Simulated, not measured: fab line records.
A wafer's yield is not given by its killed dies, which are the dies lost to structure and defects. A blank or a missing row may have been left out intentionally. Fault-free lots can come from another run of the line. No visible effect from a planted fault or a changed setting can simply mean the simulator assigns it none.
Split-lot study	flow n5_finfet	route with 1938 steps; 7 lots, 21 wafers read

THE SPLIT ITSELF
At N5_BEOL_M3_COAT_22 (resist thk 30 nm), the setting spin_rpm was moved away from the recipe's 1500 rpm on 8 of the 21 wafers read, by -9.6% to +8.6%. For the rest of the wafers, this setting stayed at what the recipe calls for.

FROM THE SPLIT TO THE READING: what the file shows between them, 4 steps
- N5_BEOL_M3_EBR_24
- N5_BEOL_M3_SOFTBAKE_23: time 60 s
- N5_BEOL_M3_EXPOSE_25: exposes mask V2, defocus 5 nm
- N5_BEOL_M3_PEB_26: peb time 60 s

THE READING
CAR-EUV_of_BEOL_M3_COAT_22.thk_nm (the simulator's own value, which no gauge read), in nm, at N5_BEOL_M3_DEVELOP_27 (develop time 30 s). No usual value for it is given in the file. Across the 13 wafers here that went through the recipe, the average is 29.5 nm and the standard deviation 0.1 nm.

wafer	tool, chamber at the split	spin_rpm as run, rpm	against the recipe	CAR-EUV_of_BEOL_M3_COAT_22.thk_nm, nm	against lot-mates on the recipe
L075.3	litho_track-03, 0	1500	recipe	29.6	-
L075.5	litho_track-03, 0	1500	recipe	29.6	-
L075.4	litho_track-03, 0	1548	+3.2%	29.2	-0.4
L077.2	litho_track-03, 0	1500	recipe	29.4	-
L077.3	litho_track-03, 0	1500	recipe	29.4	-
L077.4	litho_track-03, 0	1500	recipe	29.4	-
L081.2	litho_track-05, 0	1500	recipe	29.4	-
L081.5	litho_track-05, 0	1577	+5.1%	28.8	-0.7
L081.6	litho_track-05, 0	1500	recipe	29.6	-
L080.1	litho_track-02, 0	1500	recipe	29.4	-
L080.3	litho_track-02, 0	1500	recipe	29.4	-
L080.5	litho_track-02, 0	1500	recipe	29.4	-
L085.2	litho_track-02, 0	1629	+8.6%	28.4	-1.2
L085.4	litho_track-02, 0	1629	+8.6%	28.4	-1.2
L085.6	litho_track-02, 0	1500	recipe	29.6	-
L088.1	litho_track-02, 0	1437	-4.2%	30.2	+0.6
L088.6	litho_track-02, 0	1437	-4.2%	30.2	+0.6
L088.5	litho_track-02, 0	1500	recipe	29.6	-
L095.1	litho_track-02, 0	1500	recipe	29.6	-
L095.3	litho_track-02, 0	1356	-9.6%	31	+1.4
L095.6	litho_track-02, 0	1356	-9.6%	31	+1.4

THE FIT
A straight line over all 21 wafers: CAR-EUV_of_BEOL_M3_COAT_22.thk_nm changes by -0.144 nm for each +1% of spin_rpm; r = -0.99; the points scatter about the line by 0.11 nm.
The same after taking each lot's own level away (the mean of its wafers on the recipe; 21 wafers): -0.142 nm for each +1%; r = -1.00; scatter 0.037 nm.
The reading moves by 1.4 nm for the largest change in spin_rpm, on that fit.
Across the lots, their own levels run from 29.40 to 29.60 nm, a range of 2.0 times the standard deviation given above.
Consequently the slope shifts little with the lot-to-lot level, the two slopes agreeing.
Check: for one of the wafers moved furthest among these (-9.6%), held out of the fit, the line's prediction against its lot-mates is +1.36 nm. Against them it came out at +1.4 nm.

THE OTHER SPLITS THESE WAFERS WENT THROUGH
Note: prior to the reading, these wafers also went through further splits. Each is held against what the fit with the lots' levels taken away leaves over:
other split on the same wafers	wafers away from the commonest value	r with CAR-EUV_of_BEOL_M3_COAT_22.thk_nm (lot level and that fit taken away)
N5_BEOL_M0_ETCH_138 bias_w	5	-0.01
N5_BEOL_M0_ETCH_128 source_w	7	+0.09
N5_BEOL_M0_ETCH_109 bias_w	7	+0.24
N5_BEOL_M2_EXPOSE_08 dose_mj	3	+0.11
N5_BEOL_M3_ETCH_64 bias_w	7	+0.06

THE WHOLE CHAIN: every reading that the file lists as answering this split, in the file's order
step	what it does	reading	change (the file's fit)	r (the file's)
N5_BEOL_M3_COAT_22	resist thk 30 nm	CAR-EUV_of_BEOL_M3_COAT_22.thk_nm (the simulator's own value, which no gauge read)	-0.149 nm for each +1% of the setting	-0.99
N5_BEOL_M3_DEVELOP_27	develop time 30 s	CAR-EUV_of_BEOL_M3_COAT_22.thk_nm (the simulator's own value, which no gauge read)	-0.141 nm for each +1% of the setting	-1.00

FILE'S OWN FIT
CAR-EUV_of_BEOL_M3_COAT_22.thk_nm changes by -0.141 nm for each +1% of spin_rpm, r = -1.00.
